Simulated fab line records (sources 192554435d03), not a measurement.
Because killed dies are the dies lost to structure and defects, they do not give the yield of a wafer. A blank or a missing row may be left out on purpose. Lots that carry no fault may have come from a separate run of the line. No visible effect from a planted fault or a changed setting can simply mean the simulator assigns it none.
fab line records ; flow n5_finfet ; part 1 of 2: steps 1 to 4 of 6
[record] lots = 23; wafers = 69; last_day = 19
route steps=1938 shown BEOL_M4@1094 BEOL_M5@1116
lots that met no fault: taken from a fault-free run of the same line
start_h: hours from the record's opening day to when the first of the lot's shown wafers began ; wait_h: how many hours have passed since the lot's step before this one ; " repeats the value in the row above ; L1.1+2: several wafers, shown together as one row ; - no value present, or no start provided ; * or withheld: withheld ; < > ~ a bound
route shown NAME@n: a module of which the file shows steps, and the number in the route of the first ; usual: mean/standard deviation of fault-free wafers ; same: alike in all rows ; chamber/n: place in a boat ; sites: readings site by site ; _std_site: their standard deviation ; _edge_site: the outer-site mean with the inner-site mean subtracted ; radius_mm: for every site, how far away it sits from the centre of the wafer ; mask NAME#n: copy n ; behind: tool/chamber where the wafer was last shaped ; hold: what put the lot on hold/how long, in hours/how the hold closed ; device: transistor that didn't switch, given as n, p or np ; end of line: the tests these same wafers got at the end of their route ; for a step that has no rows: nothing shown but its recipe ; killed: at the first sort, the dies lost to defects and structure; wafer yield is something else ; map: per-die view of a wafer (x killed, . not killed, _ where there is no die)
set.NAME: the setting as run; set.NAME@STEP: as run at that earlier step ; model.NAME: the simulator's own value behind a step, which no gauge read
route steps across a sampled set of lots; one table per step, one row per wafer
services: from which hour (start_h, from the record's first day; less than 0 if before it) a tool's chamber was out of use, for how many hours, and why
[[steps]]
[step N5_BEOL_M4_SPUTTER_90]
[recipe] material = Cu; target_thk_a = 45; temp_c = -20; chamber_pressure_pa = 0.07; power_w = withheld; time_s = 8.29
[usual] chuck_gas_flow_sccm = 1.28/0.05; susceptor_temp_C = -20.00/0.12; throttle_valve_pct = 30.3/0.7
lot.wafer;tool;chamber;start_h;wait_h;chuck_gas_flow_sccm;susceptor_temp_C;throttle_valve_pct
L074.1;pvd_sputter-02;-;176.86;0.1;1.30;-19.87;31.4
L074.5;pvd_sputter-02;-;176.86;0.1;1.31;-19.98;29.6
L074.6;pvd_sputter-02;-;176.86;0.1;1.32;-19.78;30.6
L075.2;pvd_sputter-03;-;194.60;0.1;1.24;-20.09;29.7
L075.5;pvd_sputter-03;-;194.60;0.1;1.31;-19.98;29.3
L075.6;pvd_sputter-03;-;194.60;0.1;1.33;-20.10;29.9
L076.4;pvd_sputter-02;-;201.24;0.1;1.37;-20.19;30.6
L076.5;pvd_sputter-02;-;201.24;0.1;1.26;-19.82;30.9
L076.6;pvd_sputter-02;-;201.24;0.1;1.31;-19.73;29.9
L079.1;pvd_sputter-02;-;205.93;0.1;1.31;-20.07;31.6
L079.3;pvd_sputter-02;-;205.93;0.1;1.29;-19.96;30.4
L079.4;pvd_sputter-02;-;205.93;0.1;1.25;-20.00;30.7
L078.4;pvd_sputter-01;-;207.22;0.1;1.30;-20.17;31.2
L078.5;pvd_sputter-01;-;207.22;0.1;1.31;-19.91;30.7
L078.6;pvd_sputter-01;-;207.22;0.1;1.35;-19.88;29.2
L080.3;pvd_sputter-03;-;210.72;0.1;1.32;-20.03;30.5
L080.4;pvd_sputter-03;-;210.72;0.1;1.27;-19.90;29.7
L080.5;pvd_sputter-03;-;210.72;0.1;1.16;-20.09;30.6
L081.2;pvd_sputter-01;-;217.18;0.1;1.30;-20.02;31.1
L081.3;pvd_sputter-01;-;217.18;0.1;1.28;-19.91;30.7
L081.5;pvd_sputter-01;-;217.18;0.1;1.27;-19.88;30.9
L083.3;pvd_sputter-03;-;232.17;0.1;1.24;-19.95;30.4
L083.4;pvd_sputter-03;-;232.17;0.1;1.26;-19.88;29.6
L083.5;pvd_sputter-03;-;232.17;0.1;1.30;-20.09;30.3
L082.2;pvd_sputter-02;-;240.89;0.1;1.23;-20.03;31.4
L082.3;pvd_sputter-02;-;240.89;0.1;1.28;-19.92;30.5
L082.6;pvd_sputter-02;-;240.89;0.1;1.32;-19.91;30.6
L084.1;pvd_sputter-03;-;251.01;0.1;1.33;-19.87;30.0
L084.4;pvd_sputter-03;-;251.01;0.1;1.33;-20.07;30.4
L084.6;pvd_sputter-03;-;251.01;0.1;1.33;-19.99;30.3
L086.1;pvd_sputter-02;-;256.80;0.1;1.21;-20.20;32.0
L086.2;pvd_sputter-02;-;256.80;0.1;1.29;-20.12;30.0
L086.3;pvd_sputter-02;-;256.80;0.1;1.27;-20.13;30.3
L085.1;pvd_sputter-03;-;259.10;0.1;1.22;-20.01;29.6
L085.4;pvd_sputter-03;-;259.10;0.1;1.32;-20.05;29.9
L085.6;pvd_sputter-03;-;259.10;0.1;1.32;-20.05;30.4
L087.1;pvd_sputter-01;-;263.86;0.1;1.23;-20.11;31.1
L087.2;pvd_sputter-01;-;263.86;0.1;1.29;-19.99;31.1
L087.4;pvd_sputter-01;-;263.86;0.1;1.25;-20.02;29.8
L088.1;pvd_sputter-02;-;266.78;0.1;1.25;-20.19;29.9
L088.3;pvd_sputter-02;-;266.78;0.1;1.26;-20.00;29.9
L088.5;pvd_sputter-02;-;266.78;0.1;1.28;-19.96;30.3
L090.1;pvd_sputter-02;-;285.21;0.1;1.29;-20.16;31.4
L090.2;pvd_sputter-02;-;285.21;0.1;1.27;-19.81;30.5
L090.6;pvd_sputter-02;-;285.21;0.1;1.30;-20.10;31.2
L091.2;pvd_sputter-03;-;288.86;0.1;1.23;-20.06;29.5
L091.3;pvd_sputter-03;-;288.86;0.1;1.27;-19.61;29.6
L091.4;pvd_sputter-03;-;288.86;0.1;1.27;-19.93;29.6
L089.2;pvd_sputter-01;-;289.08;0.1;1.20;-19.88;31.2
L089.3;pvd_sputter-01;-;289.08;0.1;1.32;-20.12;29.9
L089.6;pvd_sputter-01;-;289.08;0.1;1.30;-20.00;30.2
L092.2;pvd_sputter-01;-;295.00;0.1;1.28;-19.98;30.8
L092.4;pvd_sputter-01;-;295.00;0.1;1.26;-19.81;29.3
L092.6;pvd_sputter-01;-;295.00;0.1;1.44;-19.91;29.2
L093.1;pvd_sputter-02;-;295.04;0.1;1.17;-19.91;30.9
L093.5;pvd_sputter-02;-;295.04;0.1;1.25;-20.18;31.6
L093.6;pvd_sputter-02;-;295.04;0.1;1.24;-20.11;29.9
L094.2;pvd_sputter-01;-;313.39;0.1;1.29;-20.16;31.1
L094.3;pvd_sputter-01;-;313.39;0.1;1.28;-20.03;29.3
L094.5;pvd_sputter-01;-;313.39;0.1;1.27;-20.08;30.8
L096.1;pvd_sputter-02;-;316.06;0.1;1.31;-19.98;30.1
L096.3;pvd_sputter-02;-;316.06;0.1;1.37;-20.06;31.7
L096.5;pvd_sputter-02;-;316.06;0.1;1.21;-20.14;31.7
L095.1;pvd_sputter-01;-;316.36;0.1;1.27;-19.91;29.2
L095.2;pvd_sputter-01;-;316.36;0.1;1.24;-19.99;30.9
L095.4;pvd_sputter-01;-;316.36;0.1;1.28;-20.05;30.8
L097.1;pvd_sputter-02;-;338.24;0.1;1.26;-19.93;30.5
L097.4;pvd_sputter-02;-;338.24;0.1;1.28;-20.23;31.4
L097.5;pvd_sputter-02;-;338.24;0.1;1.27;-20.10;31.7
[step N5_BEOL_M5_HM_DEP_02]
[recipe] material = TiN; target_thk_a = 200; temp_c = 25; chamber_pressure_pa = 0.49996
[usual] susceptor_temp_C = 25.00/0.11; throttle_valve_pct = 30.2/0.73
lot.wafer;tool;chamber;start_h;wait_h;susceptor_temp_C;throttle_valve_pct
L074.1;pvd_sputter-03;-;180.96;0.7;25.18;29.7
L074.5;pvd_sputter-03;-;180.96;0.7;25.04;29.4
L074.6;pvd_sputter-03;-;180.96;0.7;24.85;29.8
L075.2;pvd_sputter-03;-;198.68;0.7;25.04;29.4
L075.5;pvd_sputter-03;-;198.68;0.7;25.03;30.0
L075.6;pvd_sputter-03;-;198.68;0.7;24.99;29.2
L076.4;pvd_sputter-01;-;208.36;3.6;25.14;31.0
L076.5;pvd_sputter-01;-;208.36;3.6;25.13;29.3
L076.6;pvd_sputter-01;-;208.36;3.6;24.92;31.0
L079.1;pvd_sputter-02;-;209.65;0.3;24.80;30.5
L079.3;pvd_sputter-02;-;209.65;0.3;24.84;31.8
L079.4;pvd_sputter-02;-;209.65;0.3;24.89;29.6
L078.4;pvd_sputter-03;-;211.90;1.2;24.80;29.6
L078.5;pvd_sputter-03;-;211.90;1.2;25.05;29.9
L078.6;pvd_sputter-03;-;211.90;1.2;24.99;29.1
L080.3;pvd_sputter-01;-;218.24;3.8;24.96;29.9
L080.4;pvd_sputter-01;-;218.24;3.8;24.99;31.0
L080.5;pvd_sputter-01;-;218.24;3.8;24.97;29.3
L081.2;pvd_sputter-01;-;221.97;1.1;24.94;30.7
L081.3;pvd_sputter-01;-;221.97;1.1;25.20;30.0
L081.5;pvd_sputter-01;-;221.97;1.1;25.12;29.8
L083.3;pvd_sputter-03;-;236.07;0.5;24.96;29.2
L083.4;pvd_sputter-03;-;236.07;0.5;24.99;29.8
L083.5;pvd_sputter-03;-;236.07;0.5;25.14;29.9
L082.2;pvd_sputter-02;-;244.83;0.6;24.97;30.6
L082.3;pvd_sputter-02;-;244.83;0.6;25.08;30.0
L082.6;pvd_sputter-02;-;244.83;0.6;25.05;31.5
L084.1;pvd_sputter-01;-;255.01;0.6;24.92;31.0
L084.4;pvd_sputter-01;-;255.01;0.6;25.03;30.2
L084.6;pvd_sputter-01;-;255.01;0.6;25.04;28.9
L086.1;pvd_sputter-02;-;260.56;0.4;24.80;30.6
L086.2;pvd_sputter-02;-;260.56;0.4;25.08;29.7
L086.3;pvd_sputter-02;-;260.56;0.4;24.89;29.9
L085.1;pvd_sputter-02;-;264.44;2.0;24.98;31.7
L085.4;pvd_sputter-02;-;264.44;2.0;24.97;29.7
L085.6;pvd_sputter-02;-;264.44;2.0;24.85;31.5
L087.1;pvd_sputter-02;-;267.63;0.2;24.97;30.7
L087.2;pvd_sputter-02;-;267.63;0.2;24.88;29.8
L087.4;pvd_sputter-02;-;267.63;0.2;25.08;29.9
L088.1;pvd_sputter-02;-;270.77;0.6;24.89;31.6
L088.3;pvd_sputter-02;-;270.77;0.6;25.09;29.7
L088.5;pvd_sputter-02;-;270.77;0.6;24.98;30.7
L090.1;pvd_sputter-02;-;289.47;0.4;24.92;29.6
L090.2;pvd_sputter-02;-;289.47;0.4;25.10;30.5
L090.6;pvd_sputter-02;-;289.47;0.4;25.00;29.6
L091.2;pvd_sputter-02;-;292.91;0.7;24.96;29.9
L091.3;pvd_sputter-02;-;292.91;0.7;25.08;30.8
L091.4;pvd_sputter-02;-;292.91;0.7;24.97;29.7
L089.2;pvd_sputter-03;-;293.20;0.4;25.09;29.9
L089.3;pvd_sputter-03;-;293.20;0.4;25.05;30.4
L089.6;pvd_sputter-03;-;293.20;0.4;24.98;30.4
L093.1;pvd_sputter-01;-;300.92;2.5;25.13;30.0
L093.5;pvd_sputter-01;-;300.92;2.5;25.11;30.1
L093.6;pvd_sputter-01;-;300.92;2.5;25.03;29.3
L092.2;pvd_sputter-01;-;301.15;2.5;24.93;29.2
L092.4;pvd_sputter-01;-;301.15;2.5;24.95;30.0
L092.6;pvd_sputter-01;-;301.15;2.5;24.90;31.1
L094.2;pvd_sputter-01;-;318.50;1.3;25.04;29.2
L094.3;pvd_sputter-01;-;318.50;1.3;25.11;29.9
L094.5;pvd_sputter-01;-;318.50;1.3;24.83;30.8
L096.1;pvd_sputter-03;-;319.68;0.3;25.09;29.9
L096.3;pvd_sputter-03;-;319.68;0.3;24.74;30.1
L096.5;pvd_sputter-03;-;319.68;0.3;24.90;30.5
L095.1;pvd_sputter-03;-;320.02;0.2;24.97;29.6
L095.2;pvd_sputter-03;-;320.02;0.2;25.26;29.5
L095.4;pvd_sputter-03;-;320.02;0.2;25.18;29.6
L097.1;pvd_sputter-02;-;342.40;0.5;24.89;31.7
L097.4;pvd_sputter-02;-;342.40;0.5;25.01;30.3
L097.5;pvd_sputter-02;-;342.40;0.5;24.92;31.3
[step N5_BEOL_M5_CD_MEAS_11]
[recipe] target_cd_nm = 27.74; landing_energy_ev = 500; detector = se_inlens
[usual] cd_nm = 28.02/0.24
lot.wafer;tool;chamber;start_h;wait_h;cd_nm
L074.1;cd_sem-01;0;181.35;-;28.06
L074.5;cd_sem-01;0;181.35;-;28.43
L074.6;cd_sem-01;0;181.35;-;27.75
L075.2;cd_sem-01;0;199.20;-;27.98
L075.5;cd_sem-01;0;199.20;-;27.95
L075.6;cd_sem-01;0;199.20;-;27.63
L076.4;cd_sem-02;0;208.77;-;28.35
L076.5;cd_sem-02;0;208.77;-;27.85
L076.6;cd_sem-02;0;208.77;-;28.21
L079.1;cd_sem-01;0;210.17;-;28.09
L079.3;cd_sem-01;0;210.17;-;27.77
L079.4;cd_sem-01;0;210.17;-;28.20
L078.4;cd_sem-01;0;212.42;-;28.51
L078.5;cd_sem-01;0;212.42;-;27.75
L078.6;cd_sem-01;0;212.42;-;28.45
L080.3;cd_sem-01;0;218.77;-;27.96
L080.4;cd_sem-01;0;218.77;-;28.18
L080.5;cd_sem-01;0;218.77;-;27.95
L081.2;cd_sem-02;0;222.38;-;28.05
L081.3;cd_sem-02;0;222.38;-;27.93
L081.5;cd_sem-02;0;222.38;-;28.21
L083.3;cd_sem-02;0;236.59;-;28.14
L083.4;cd_sem-02;0;236.59;-;28.20
L083.5;cd_sem-02;0;236.59;-;28.24
L082.2;cd_sem-02;0;245.34;-;27.69
L082.3;cd_sem-02;0;245.34;-;27.79
L082.6;cd_sem-02;0;245.34;-;28.12
L084.1;cd_sem-01;0;255.41;-;27.91
L084.4;cd_sem-01;0;255.41;-;28.05
L084.6;cd_sem-01;0;255.41;-;28.19
L086.1;cd_sem-02;0;261.07;-;28.24
L086.2;cd_sem-02;0;261.07;-;28.19
L086.3;cd_sem-02;0;261.07;-;28.18
L085.1;cd_sem-01;0;264.95;-;27.80
L085.4;cd_sem-01;0;264.95;-;27.87
L085.6;cd_sem-01;0;264.95;-;27.58
L087.1;cd_sem-01;0;268.15;-;27.82
L087.2;cd_sem-01;0;268.15;-;28.05
L087.4;cd_sem-01;0;268.15;-;27.93
L088.1;cd_sem-02;0;271.29;-;28.36
L088.3;cd_sem-02;0;271.29;-;27.76
L088.5;cd_sem-02;0;271.29;-;28.14
L090.1;cd_sem-02;0;289.87;-;27.73
L090.2;cd_sem-02;0;289.87;-;28.12
L090.6;cd_sem-02;0;289.87;-;27.77
L091.2;cd_sem-02;0;293.31;-;27.87
L091.3;cd_sem-02;0;293.31;-;28.28
L091.4;cd_sem-02;0;293.31;-;28.03
L089.2;cd_sem-02;0;293.71;-;28.00
L089.3;cd_sem-02;0;293.71;-;28.07
L089.6;cd_sem-02;0;293.71;-;28.28
L093.1;cd_sem-02;0;301.46;-;27.98
L093.5;cd_sem-02;0;301.46;-;27.75
L093.6;cd_sem-02;0;301.46;-;28.00
L092.2;cd_sem-02;0;301.68;-;27.96
L092.4;cd_sem-02;0;301.68;-;28.08
L092.6;cd_sem-02;0;301.68;-;27.78
L094.2;cd_sem-01;0;319.03;-;28.03
L094.3;cd_sem-01;0;319.03;-;28.04
L094.5;cd_sem-01;0;319.03;-;27.72
L096.1;cd_sem-01;0;320.09;-;27.71
L096.3;cd_sem-01;0;320.09;-;28.17
L096.5;cd_sem-01;0;320.09;-;27.88
L095.1;cd_sem-01;0;320.54;-;28.08
L095.2;cd_sem-01;0;320.54;-;27.94
L095.4;cd_sem-01;0;320.54;-;27.79
L097.1;cd_sem-01;0;342.79;-;27.96
L097.4;cd_sem-01;0;342.79;-;27.75
L097.5;cd_sem-01;0;342.79;-;27.95
[step N5_BEOL_M5_HM_OPEN_17]
[recipe] chemistry = Cl2/BCl3; target_depth_a = 200; overetch_a = 60; target = TiN; mask_material = SOC; ion_energy_ev = 150; pressure_mtorr = 10; icp_w = 1000; bias_w = 126; Cl2_flow_sccm = 53.25; bcl3_flow_sccm = 21.75; Ar_flow_sccm = 25
[usual] bcl3_flow_sccm = 21.75/0.06; drypump_motor_current_A = 5.7/0.35; oes_ar_750_au = 0.77/0.11; oes_product_au = 0.67/0.096; throttle_valve_pct = 22.28/0.28
lot.wafer;tool;chamber;start_h;wait_h;bcl3_flow_sccm;drypump_motor_current_A;oes_ar_750_au;oes_product_au;rf_hours_counter_h;throttle_valve_pct
L074.1;rie_metal-01;0;181.74;0.0;21.70;5.2;0.61;0.52;118;22.23
L074.5;rie_metal-01;0;181.74;0.0;21.77;5.2;0.62;0.52;-;22.22
L074.6;rie_metal-01;1;181.74;0.0;21.76;6.2;0.60;0.54;-;22.61
L075.2;rie_metal-02;0;199.57;0.0;21.75;5.8;0.66;0.55;105;22.33
L075.5;rie_metal-02;0;199.57;0.0;21.74;5.8;0.66;0.55;-;22.32
L075.6;rie_metal-02;1;199.57;0.0;21.78;5.6;0.79;0.71;-;22.58
L076.4;rie_metal-02;0;209.17;0.1;21.78;5.8;0.66;0.56;-;22.31
L076.5;rie_metal-02;0;209.17;0.1;21.93;5.8;0.66;0.56;-;22.31
L076.6;rie_metal-02;1;209.17;0.1;21.85;5.6;0.78;0.72;-;22.58
L079.1;rie_metal-01;0;210.54;0.0;21.79;5.2;0.62;0.52;120;22.25
L079.3;rie_metal-01;0;210.54;0.0;21.78;5.2;0.62;0.51;-;22.25
L079.4;rie_metal-01;1;210.54;0.0;21.76;6.2;0.60;0.54;-;22.58
L078.4;rie_metal-03;1;212.92;0.1;21.84;6.2;0.84;0.70;-;22.04
L078.5;rie_metal-03;0;212.92;0.1;21.77;5.4;0.85;0.70;-;21.88
L078.6;rie_metal-03;1;212.92;0.1;21.68;6.2;0.83;0.70;-;22.03
L080.3;rie_metal-02;1;219.30;0.1;21.73;5.6;0.79;0.71;-;22.58
L080.4;rie_metal-02;0;219.30;0.1;21.66;5.8;0.66;0.55;-;22.32
L080.5;rie_metal-02;0;219.30;0.1;21.66;5.8;0.66;0.56;-;22.33
L081.2;rie_metal-03;1;222.75;0.0;21.74;6.2;0.82;0.71;24;22.01
L081.3;rie_metal-03;0;222.75;0.0;21.84;5.3;0.85;0.71;-;21.87
L081.5;rie_metal-03;0;222.75;0.0;21.77;5.3;0.85;0.71;-;21.87
L083.3;rie_metal-02;1;237.10;0.1;21.79;5.6;0.78;0.71;-;22.57
L083.4;rie_metal-02;0;237.10;0.1;21.78;5.8;0.65;0.54;-;22.33
L083.5;rie_metal-02;1;237.10;0.1;21.87;5.6;0.79;0.71;-;22.61
L082.2;rie_metal-02;0;246.04;0.1;21.76;5.8;0.65;0.54;-;22.34
L082.3;rie_metal-02;0;246.04;0.1;21.83;5.8;0.65;0.54;-;22.32
L082.6;rie_metal-02;0;246.04;0.1;21.73;5.8;0.65;0.54;-;22.34
L084.1;rie_metal-02;0;256.56;0.1;21.64;5.8;0.65;0.54;110;22.35
L084.4;rie_metal-02;1;256.56;0.1;21.77;5.6;0.78;0.70;-;22.58
L084.6;rie_metal-02;1;256.56;0.1;21.72;5.6;0.77;0.71;-;22.58
L086.1;rie_metal-02;0;262.11;0.0;21.66;5.8;0.65;0.54;111;22.34
L086.2;rie_metal-02;1;262.11;0.0;21.68;5.6;0.77;0.71;30;22.58
L086.3;rie_metal-02;0;262.11;0.0;21.75;5.8;0.64;0.54;-;22.34
L085.1;rie_metal-03;1;265.68;0.0;21.84;6.2;0.81;0.68;29;22.09
L085.4;rie_metal-03;1;265.68;0.0;21.72;6.2;0.81;0.69;-;22.04
L085.6;rie_metal-03;1;265.68;0.0;21.76;6.2;0.81;0.68;-;22.07
L087.1;rie_metal-02;1;268.73;0.0;21.74;5.6;0.77;0.70;32;22.59
L087.2;rie_metal-02;0;268.73;0.0;21.82;5.8;0.65;0.54;113;22.35
L087.4;rie_metal-02;1;268.73;0.0;21.67;5.6;0.76;0.70;-;22.57
L088.1;rie_metal-02;1;272.07;0.0;21.71;5.6;0.77;0.69;32;22.59
L088.3;rie_metal-02;0;272.07;0.0;21.75;5.8;0.64;0.54;-;22.33
L088.5;rie_metal-02;0;272.07;0.0;21.76;5.8;0.64;0.54;-;22.35
L090.1;rie_metal-03;1;290.36;0.0;21.73;6.2;0.81;0.69;31;22.04
L090.2;rie_metal-03;0;290.36;0.0;21.72;5.3;0.83;0.68;34;21.89
L090.6;rie_metal-03;1;290.36;0.0;21.82;6.2;0.80;0.69;-;22.04
L091.2;rie_metal-03;1;294.23;0.0;21.80;6.2;0.80;0.68;31;22.05
L091.3;rie_metal-03;0;294.23;0.0;21.86;5.3;0.84;0.68;-;21.88
L091.4;rie_metal-03;1;294.23;0.0;21.73;6.2;0.81;0.69;-;22.05
L089.2;rie_metal-01;1;294.53;0.0;21.76;6.2;0.88;0.80;2;22.46
L089.3;rie_metal-01;0;294.53;0.0;21.74;5.2;0.93;0.79;-;21.77
L089.6;rie_metal-01;0;294.53;0.0;21.77;5.2;0.94;0.78;-;21.78
L093.1;rie_metal-01;0;301.84;0.0;21.73;5.2;0.93;0.80;3;21.75
L093.5;rie_metal-01;1;301.84;0.0;21.62;6.2;0.88;0.81;-;22.44
L093.6;rie_metal-01;0;301.84;0.0;21.74;5.2;0.93;0.80;-;21.73
L092.2;rie_metal-02;1;302.05;0.0;21.76;5.6;0.76;0.71;34;22.59
L092.4;rie_metal-02;1;302.05;0.0;21.77;5.6;0.77;0.70;-;22.59
L092.6;rie_metal-02;0;302.05;0.0;21.77;5.8;0.64;0.54;-;22.33
L094.2;rie_metal-01;1;319.56;0.0;21.75;6.2;0.86;0.77;4;22.44
L094.3;rie_metal-01;0;319.56;0.0;21.73;5.2;0.92;0.76;-;21.78
L094.5;rie_metal-01;0;319.56;0.0;21.77;5.2;0.91;0.77;-;21.76
L096.1;rie_metal-01;0;320.47;0.0;21.67;5.2;0.91;0.77;5;21.77
L096.3;rie_metal-01;0;320.47;0.0;21.77;5.2;0.92;0.76;-;21.80
L096.5;rie_metal-01;0;320.47;0.0;21.73;5.2;0.91;0.77;-;21.76
L095.1;rie_metal-01;0;321.05;0.1;21.77;5.2;0.92;0.78;5;21.76
L095.2;rie_metal-01;1;321.05;0.1;21.74;6.2;0.86;0.78;4;22.45
L095.4;rie_metal-01;1;321.05;0.1;21.84;6.2;0.87;0.76;-;22.49
L097.1;rie_metal-02;0;343.52;0.0;21.71;5.8;1.00;0.82;1;22.37
L097.4;rie_metal-02;1;343.52;0.0;21.81;5.6;0.75;0.68;-;22.62
L097.5;rie_metal-02;1;343.52;0.0;21.81;5.6;0.75;0.68;-;22.61
